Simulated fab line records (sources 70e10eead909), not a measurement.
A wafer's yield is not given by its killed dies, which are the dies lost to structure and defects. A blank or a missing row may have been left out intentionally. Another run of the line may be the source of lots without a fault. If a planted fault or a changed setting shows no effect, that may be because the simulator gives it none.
Which of the tools did it? :: flow nand_harc :: route of 1159 steps, sampled at 1 step: 12 lots, 36 wafers

== WHAT THE GAUGES SHOWED, per wafer ==
NHARC_P_GATE_CD_MEAS_91: the cd target is 2000 nm.
lot: L075
measured: day 5 11:45
on: cd_sem-01
cd_nm (nm): 1994.8 2001.9 2003.1

lot: L076
measured: day 6 07:43
on: cd_sem-03
cd_nm (nm): 1996.0 2001.4 1999.6

lot: L079
measured: day 6 21:21
on: cd_sem-01
cd_nm (nm): 1994.2 1995.4 1996.4

lot: L081
measured: day 7 02:17
on: cd_sem-03
cd_nm (nm): 1999.4 1998.3 1997.6

lot: L084
measured: day 7 20:11
on: cd_sem-03
cd_nm (nm): 2002.2 1998.9 1999.8

lot: L085
measured: day 8 01:59
on: cd_sem-01
cd_nm (nm): 1996.9 2001.0 1998.4

lot: L087
measured: day 8 14:35
on: cd_sem-02
cd_nm (nm): 2002.2 2002.6 2001.0

lot: L089
measured: day 9 00:02
on: cd_sem-01
cd_nm (nm): 1998.0 1999.2 1998.3

lot: L091
measured: day 9 15:30
on: cd_sem-01
cd_nm (nm): 1998.0 2001.2 1997.8

lot: L094
measured: day 10 09:55
on: cd_sem-02
cd_nm (nm): 1997.9 1999.2 1999.1

lot: L096
measured: day 10 19:08
on: cd_sem-02
cd_nm (nm): 1996.2 2000.9 2000.5

lot: L097
measured: day 11 07:01
on: cd_sem-02
cd_nm (nm): 1994.7 1999.8 1995.9

== TOOL THAT RAN EACH LOT (tool first, then ch and the chambers of the sampled wafers, then the start) ==
Before these readings, the record contains no process step.

== THE ANSWER, worked out from the rows above alone ==
Rule: what is usual is taken from the lots themselves. The widest of any qualifying gaps counts: lots, ordered by their means at a reading, are off when they make up no more than a third of the lots, leave a main group of 4 or more, and stand apart from it by 3 or more times the standard deviation of that group's means. The tables above print the reading to a certain number of digits; a main group whose means all agree to those digits is not used. A lot without any number at a reading at which 4 lots or more have one is off too. Where the step has rows for the other lots, those lots are counted as sound.
No lot is off at any reading shown: from this, nothing can be told.

== WHAT WAS PUT IN BY THE SIMULATOR ==
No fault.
